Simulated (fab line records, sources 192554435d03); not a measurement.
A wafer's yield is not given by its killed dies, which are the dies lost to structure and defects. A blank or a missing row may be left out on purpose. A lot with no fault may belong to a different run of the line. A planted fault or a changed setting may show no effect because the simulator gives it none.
Split-lot trial | flow n5_finfet | 21 wafers read across 7 lots, on a route 1938 steps long

## THE SPLIT ITSELF
At N5_BEOL_M8_TRENCH_ETCH_37 (etches SiCOH lowk in C4F6/O2, target depth 93.478 nm, time 31.2 s), the setting bias_w was moved away from the recipe's 185 W on 4 of the 21 wafers read, by -13.0% to +5.2%. The other wafers ran this setting at the recipe's value.

The reading is taken at the split's own step.

## THE READING
rf_vpp_V, in V, at N5_BEOL_M8_TRENCH_ETCH_37 (etches SiCOH lowk in C4F6/O2, target depth 93.478 nm, time 31.2 s). A value of 667 V with a standard deviation of 9.2 V is what fault-free wafers of this fab line usually give.

wafer  | tool, chamber at the split | bias_w as run, W | against the recipe | rf_vpp_V, V | against lot-mates on the recipe
L076.2 | rie_diel-04, 1             | 185              | recipe             | 657         | -
L076.3 | rie_diel-04, 0             | 185              | recipe             | 650         | -
L076.4 | rie_diel-04, 2             | 185              | recipe             | 664         | -
L074.3 | rie_diel-03, 0             | 185              | recipe             | 668         | -
L074.5 | rie_diel-03, 1             | 185              | recipe             | 680         | -
L074.6 | rie_diel-03, 0             | 185              | recipe             | 667         | -
L079.1 | rie_diel-06, 1             | 194.7            | +5.2%              | 701         | +37
L079.4 | rie_diel-06, 0             | 194.7            | +5.2%              | 691         | +27
L079.6 | rie_diel-06, 0             | 185              | recipe             | 664         | -
L083.1 | rie_diel-03, 1             | 185              | recipe             | 679         | -
L083.5 | rie_diel-03, 0             | 185              | recipe             | 668         | -
L083.6 | rie_diel-03, 1             | 194.1            | +4.9%              | 707         | +34
L088.1 | rie_diel-06, 2             | 185              | recipe             | 666         | -
L088.3 | rie_diel-06, 0             | 185              | recipe             | 663         | -
L088.5 | rie_diel-06, 3             | 185              | recipe             | 677         | -
L092.2 | rie_diel-06, 0             | 160.9            | -13.0%             | 595         | -74
L092.5 | rie_diel-06, 1             | 185              | recipe             | 673         | -
L092.6 | rie_diel-06, 0             | 185              | recipe             | 664         | -
L095.1 | rie_diel-04, 3             | 185              | recipe             | 650         | -
L095.4 | rie_diel-04, 2             | 185              | recipe             | 663         | -
L095.5 | rie_diel-04, 3             | 185              | recipe             | 652         | -

FIT RESULTS
A straight line over all 21 wafers: rf_vpp_V changes by +5.79 V for each +1% of bias_w; r = +0.92; the points scatter about the line by 9.1 V.
The same after taking each lot's own level away (the mean of its wafers on the recipe; 21 wafers): +5.85 V for each +1%; r = +0.97; scatter 5.6 V.
According to that fit, moving bias_w by its largest amount changes the reading by 76 V.
The span of the lots' own levels, 655.0 to 673.5 V, comes to 2.0 times the standard deviation stated above.
Consequently the slope shifts little with the lot-to-lot level, the two slopes agreeing.
Check: with one of the wafers moved furthest among these (-13.0%) left out of the fit, the line predicts -82.3 V for it against its lot-mates. Against them it came out at -73.5 V.
Tool readings at the split's step, against how far the setting was moved: rf_vpp_V r = +0.92.

## THESE WAFERS: OTHER SPLITS
These wafers also went through other splits before the reading. Each is held against what the fit with the lots' levels taken away leaves over:
other split on the same wafers | wafers away from the commonest value | r with rf_vpp_V (lot level and that fit taken away)
N5_BEOL_M7_EXPOSE_25 dose_mj   | 4                                    | -0.12
N5_BEOL_M7_ETCH_41 source_w    | 7                                    | -0.14
N5_BEOL_M8_ETCH_65 source_w    | 8                                    | -0.36

## THE FILE'S OWN FIT
rf_vpp_V changes by +5.81 V for each +1% of bias_w, r = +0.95.
